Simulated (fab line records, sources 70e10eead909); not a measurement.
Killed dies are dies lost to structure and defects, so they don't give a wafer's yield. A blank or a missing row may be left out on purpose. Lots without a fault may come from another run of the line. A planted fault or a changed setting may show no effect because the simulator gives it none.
Which tool did it? | flow nand_harc | 12 lots, 36 wafers sampled, at 5 steps of a route of 1159

WHAT THE GAUGES READ, wafer by wafer
NHARC_END_SORT_01.
lot  | measured     | on        | killed_at_array | killed_at_other | killed_at_periphery | killed_dies | killed_open | killed_short
L338 | day 20 17:33 | prober-01 | 21 16 19        | 1 0 1           | 2 1 5               | 24 17 25    | 5 2 4       | 2 0 0
L337 | day 21 11:04 | prober-02 | 21 35 24        | 3 1 0           | 6 4 1               | 30 40 25    | 4 7 2       | 2 3 3

WHICH TOOL RAN EACH LOT (tool, then ch and the chambers of the sampled wafers, then the start)
lot  | NHARC_A_SLIT_ETCH_24               | NHARC_A_WL_FILL_ETCHBACK_17       | NHARC_A_WL_FILL_CMP_12        | NHARC_A_CONTACT_DEP_29
L330 | rie_diel-03 ch 0,2,3, day 13 16:12 | rie_metal-02 ch 1, day 15 09:07   | cmp-01 ch 0,2,3, day 15 22:43 | pecvd-02 ch 0,2, day 16 04:23
L331 | rie_diel-03 ch 0,2,3, day 14 17:23 | rie_metal-02 ch 0, day 15 19:42   | cmp-02 ch 0,1,3, day 16 06:17 | pecvd-01 ch 0,1, day 16 09:37
L332 | rie_diel-11 ch 0,2, day 14 17:50   | rie_metal-01 ch 0,1, day 15 19:44 | cmp-01 ch 0,1,3, day 16 06:17 | pecvd-02 ch 1,2, day 16 09:38
L335 | rie_diel-10 ch 1,2, day 15 03:17   | rie_metal-02 ch 0,1, day 16 07:47 | cmp-02 ch 0,2,3, day 16 20:19 | pecvd-02 ch 0,1,2, day 17 00:23
L334 | rie_diel-11 ch 2,3, day 15 11:14   | rie_metal-01 ch 0,1, day 16 19:23 | cmp-02 ch 0,1,3, day 17 06:42 | pecvd-04 ch 0,2, day 17 13:44
L338 | rie_diel-03 ch 0,1,2, day 15 23:23 | rie_metal-02 ch 0,1, day 17 04:04 | cmp-03 ch 2,3, day 17 16:48   | pecvd-02 ch 0,1,2, day 17 20:15
L340 | rie_diel-10 ch 0,1,3, day 16 16:38 | rie_metal-02 ch 0, day 17 21:56   | cmp-02 ch 0,1,2, day 18 08:37 | pecvd-04 ch 0,1, day 18 12:58
L337 | rie_diel-11 ch 0,2,3, day 16 16:47 | rie_metal-01 ch 0,1, day 17 21:52 | cmp-01 ch 1,2,3, day 18 08:37 | pecvd-04 ch 0,1,2, day 18 13:16
L341 | rie_diel-10 ch 0,1,2, day 17 12:25 | rie_metal-02 ch 1, day 19 00:41   | cmp-02 ch 0,2, day 19 11:39   | pecvd-01 ch 0,1, day 19 15:53
L349 | rie_diel-10 ch 1,2, day 19 11:02   | rie_metal-01 ch 0,1, day 20 15:59 | cmp-01 ch 2,3, day 21 11:17   | pecvd-01 ch 0,2, day 21 16:28
L351 | rie_diel-03 ch 1,2, day 19 11:12   | rie_metal-03 ch 0,1, day 20 16:01 | cmp-01 ch 1,2, day 21 02:47   | pecvd-02 ch 1,2, day 21 09:34
L353 | rie_diel-10 ch 2,3, day 19 23:55   | rie_metal-01 ch 0,1, day 21 05:08 | cmp-03 ch 0,2,3, day 21 20:16 | pecvd-02 ch 1,2, day 21 23:38
- NHARC_A_SLIT_ETCH_24: etches the open film in CF4/CHF3, target depth 121 nm, time 60.5 s.
- NHARC_A_WL_FILL_ETCHBACK_17: etches the open film in Cl2/BCl3, target depth 4 nm, time 26.7 s.
- NHARC_A_WL_FILL_CMP_12: polishes, t overpolish 30 s, target thk 75 nm.
- NHARC_A_CONTACT_DEP_29: deposits SiON, target thk 70 nm.

WHAT THE TOOLS THEMSELVES READ (means of the sampled wafers that have a number; where no wafer has one, the mark that the record gives instead)
NHARC_A_SLIT_ETCH_24.
lot  | tool        | drypump_motor_current_A (A) | oes_product_au (a.u.) | rf_vpp_V (V) | showerhead_plenum_p_Torr (Torr) | throttle_valve_pct (%)
L330 | rie_diel-03 | 5.8                         | 0.975                 | 370.6        | 1.61                            | 16.801
L331 | rie_diel-03 | 5.8                         | 0.965                 | 371.4        | 1.61                            | 16.797
L332 | rie_diel-11 | 5.9                         | 0.965                 | 372.4        | 1.62                            | 16.810
L335 | rie_diel-10 | 5.4                         | 0.914                 | 368.9        | 1.51                            | 16.803
L334 | rie_diel-11 | 6.5                         | 0.910                 | 372.0        | 1.61                            | 16.815
L338 | rie_diel-03 | 5.6                         | 0.978                 | 372.1        | 1.60                            | 16.796
L340 | rie_diel-10 | 5.5                         | 0.955                 | 371.0        | 1.57                            | 16.800
L337 | rie_diel-11 | 6.0                         | 0.970                 | 372.7        | 1.63                            | 16.806
L341 | rie_diel-10 | 5.6                         | 0.943                 | 369.0        | 1.52                            | 16.803
L349 | rie_diel-10 | 5.4                         | 0.950                 | 368.5        | 1.51                            | 16.807
L351 | rie_diel-03 | 5.8                         | 0.997                 | 368.6        | 1.54                            | 16.815
L353 | rie_diel-10 | 5.1                         | 0.973                 | 371.8        | 1.62                            | 16.807

NHARC_A_WL_FILL_ETCHBACK_17.
lot  | tool         | drypump_motor_current_A (A) | oes_product_au (a.u.)
L330 | rie_metal-02 | 5.3                         | 1.004
L331 | rie_metal-02 | 5.1                         | 1.001
L332 | rie_metal-01 | 5.4                         | 1.010
L335 | rie_metal-02 | 5.2                         | 1.004
L334 | rie_metal-01 | 5.6                         | 0.992
L338 | rie_metal-02 | 5.2                         | 1.011
L340 | rie_metal-02 | 5.1                         | 0.993
L337 | rie_metal-01 | 5.6                         | 0.993
L341 | rie_metal-02 | 5.3                         | 1.112
L349 | rie_metal-01 | 5.3                         | 0.996
L351 | rie_metal-03 | 5.1                         | 0.995
L353 | rie_metal-01 | 5.4                         | 1.004

NHARC_A_WL_FILL_CMP_12.
lot  | tool   | motor_current_A (A) | overpolish_run_s (s) | pad_life_wafers | slurry_filter_dp_kPa (kPa) | time_to_endpoint_s (s)
L330 | cmp-01 | 11.5                | 29.996               | 422             | 13.53                      | 14
L331 | cmp-02 | 12.3                | 29.996               | 254             | 13.39                      | 13
L332 | cmp-01 | 11.7                | 30.003               | 458             | 13.50                      | 12
L335 | cmp-02 | 12.4                | 30.003               | 332             | 13.55                      | 18
L334 | cmp-02 | 12.3                | 30.002               | 404             | 13.42                      | 15
L338 | cmp-03 | 13.0                | 30.010               | 276             | 13.46                      | 18
L340 | cmp-02 | 12.1                | 29.992               | 566             | 13.49                      | 17
L337 | cmp-01 | 11.6                | 30.007               | 206             | 13.49                      | 19
L341 | cmp-02 | 12.9                | 30.000               | 121             | 13.44                      | 19
L349 | cmp-01 | 11.5                | 29.994               | 56              | 13.53                      | 15
L351 | cmp-01 | 11.9                | 30.003               | 36              | 13.58                      | 12
L353 | cmp-03 | 12.3                | 29.995               | 224             | 13.42                      | 18

NHARC_A_CONTACT_DEP_29.
lot  | tool     | heater_power_w (W)
L330 | pecvd-02 | 732
L331 | pecvd-01 | 738
L332 | pecvd-02 | 691
L335 | pecvd-02 | 741
L334 | pecvd-04 | 822
L338 | pecvd-02 | 742
L340 | pecvd-04 | 674
L337 | pecvd-04 | 755
L341 | pecvd-01 | 726
L349 | pecvd-01 | 655
L351 | pecvd-02 | 698
L353 | pecvd-02 | 733

THE ANSWER, worked out from the rows above alone
Rule: what is usual is taken from the lots themselves. Put in order of their means at a reading, lots are off if they are a third of the lots or fewer, leave a main group of 4 or more, and stand apart from it by a gap of 3 or more times the standard deviation of the main group's means; of several such gaps the widest counts. A main group whose means are all the same, to the digits that the tables above print for the reading, isn't used. A lot without any number at a reading at which 4 lots or more have one is off too. The other lots that the step has rows for count as sound. The gauges are gone through in route order, then the tools' own readings, and for those a lot's mean is taken as printed above. The first step at which some lot is off is used, and at that step the reading that is off furthest; a lot without a number counts as furthest.
Off: L341, at NHARC_A_WL_FILL_ETCHBACK_17 (oes_product_au). The main group: mean 1.000 a.u., standard deviation 0.0066.
A tool fits if, at that step or a process step before it, it ran every lot that is off, and no sound lot after the first of them. One fits: rie_metal-02 at NHARC_A_WL_FILL_ETCHBACK_17. Its last sound lot is L340 (day 17 21:56), its first lot that is off L341 (day 19 00:41): a fault that began between those two fits.
The tool's own readings at NHARC_A_WL_FILL_ETCHBACK_17 bear it out: on the lots that are off they differ by more than 5 times the standard deviation of the sound lots' means. oes_product_au reads 1.112 a.u. there against 1.000 a.u. on the sound lots.

WHAT THE SIMULATOR HAD PUT IN
Process parameter drift: rie_metal-02, from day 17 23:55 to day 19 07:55, at NHARC_A_WL_FILL_ETCHBACK_17. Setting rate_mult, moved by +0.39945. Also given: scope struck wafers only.
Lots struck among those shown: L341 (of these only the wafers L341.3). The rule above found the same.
